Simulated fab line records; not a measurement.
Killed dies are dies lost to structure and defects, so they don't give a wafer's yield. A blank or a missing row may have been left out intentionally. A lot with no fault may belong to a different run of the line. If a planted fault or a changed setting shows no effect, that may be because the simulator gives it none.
Matching of chambers + flow n5_finfet + N5_MOL_CONTACT_COAG_ETCH_47 on rie_diel-02: 4 sister chambers
The step etches SiNx in CH3F/O2, stops on W, target depth 27 nm. 18 wafers are shown with their chamber, then 9 later ones without.

## WAFERS, EACH WITH ITS CHAMBER
| wafer  | chamber | rf_vpp_V (V) | throttle_valve_pct (%) | showerhead_plenum_p_Torr (Torr) |
|--------|---------|--------------|------------------------|---------------------------------|
| L074.4 | 3       | 297.2        | 16.38                  | 2.00                            |
| L074.5 | 1       | 296.6        | 16.08                  | 2.03                            |
| L074.6 | 2       | 294.8        | 16.51                  | 1.97                            |
| L077.1 | 1       | 296.4        | 16.08                  | 2.02                            |
| L077.2 | 0       | 290.8        | 16.55                  | 1.89                            |
| L077.6 | 0       | 290.7        | 16.53                  | 1.89                            |
| L078.1 | 1       | 295.8        | 16.08                  | 2.02                            |
| L078.3 | 0       | 291.3        | 16.53                  | 1.89                            |
| L078.6 | 1       | 296.1        | 16.07                  | 2.02                            |
| L081.3 | 1       | 295.7        | 16.08                  | 2.02                            |
| L081.5 | 3       | 295.0        | 16.39                  | 1.99                            |
| L081.6 | 2       | 294.8        | 16.05                  | 1.97                            |
| L083.3 | 3       | 296.8        | 16.41                  | 1.99                            |
| L083.4 | 1       | 295.3        | 16.10                  | 2.02                            |
| L083.5 | 3       | 295.3        | 16.40                  | 1.99                            |
| L087.1 | 2       | 295.8        | 16.09                  | 1.97                            |
| L087.2 | 0       | 296.1        | 16.07                  | 2.13                            |
| L087.3 | 3       | 297.2        | 16.41                  | 1.99                            |

SIGNATURES (averages over the wafers above)
| reading                  | chamber 0 | chamber 1 | chamber 2 | chamber 3 | scatter within a chamber |
|--------------------------|-----------|-----------|-----------|-----------|--------------------------|
| rf_vpp_V                 | 292.225   | 295.983   | 295.133   | 296.300   | 1.38                     |
| throttle_valve_pct       | 16.4200   | 16.0817   | 16.2167   | 16.3980   | 0.145                    |
| showerhead_plenum_p_Torr | 1.9500    | 2.0217    | 1.9700    | 1.9920    | 0.0557                   |
Rule: a wafer lies at a distance from a chamber equal to the root of the sum of squares, over the readings, of (its reading less the chamber's mean, divided by the reading's scatter). The wafer belongs to the nearest chamber; if the next one is less than 2 further off, it can't be placed. The scatter: the root of (the sum of the squares of (reading less its chamber's mean) over the shown wafers, divided by (wafers less chambers)).

## WAFERS WITHOUT THEIR CHAMBER
| wafer  | rf_vpp_V (V) | throttle_valve_pct (%) | showerhead_plenum_p_Torr (Torr) |
|--------|--------------|------------------------|---------------------------------|
| L090.3 | 296.4        | 16.07                  | 2.13                            |
| L090.5 | 298.2        | 16.07                  | 2.13                            |
| L090.6 | 296.6        | 16.42                  | 1.99                            |
| L093.2 | 295.4        | 16.10                  | 1.96                            |
| L093.3 | 295.4        | 16.08                  | 2.13                            |
| L093.4 | 296.0        | 16.14                  | 2.01                            |
| L097.2 | 296.4        | 16.15                  | 2.01                            |
| L097.3 | 295.3        | 16.11                  | 2.13                            |
| L097.4 | 297.1        | 16.11                  | 1.96                            |

## EACH ONE'S CHAMBER
| wafer  | from the rows above          | in truth |
|--------|------------------------------|----------|
| L090.3 | can't be placed: 1 or 2 or 3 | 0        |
| L090.5 | can't be placed: 1 or 3 or 2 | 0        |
| L090.6 | can't be placed: 3 or 2      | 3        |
| L093.2 | can't be placed: 2 or 1 or 3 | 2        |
| L093.3 | can't be placed: 1 or 2 or 3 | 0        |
| L093.4 | can't be placed: 1 or 2 or 3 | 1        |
| L097.2 | can't be placed: 1 or 2 or 3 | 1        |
| L097.3 | can't be placed: 1 or 2 or 3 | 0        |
| L097.4 | can't be placed: 1 or 2 or 3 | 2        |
Correctly placed: 0 of 9. Unplaceable from these rows: 9, with the true chamber sitting among the candidates in 5. Placed wrongly: 0.
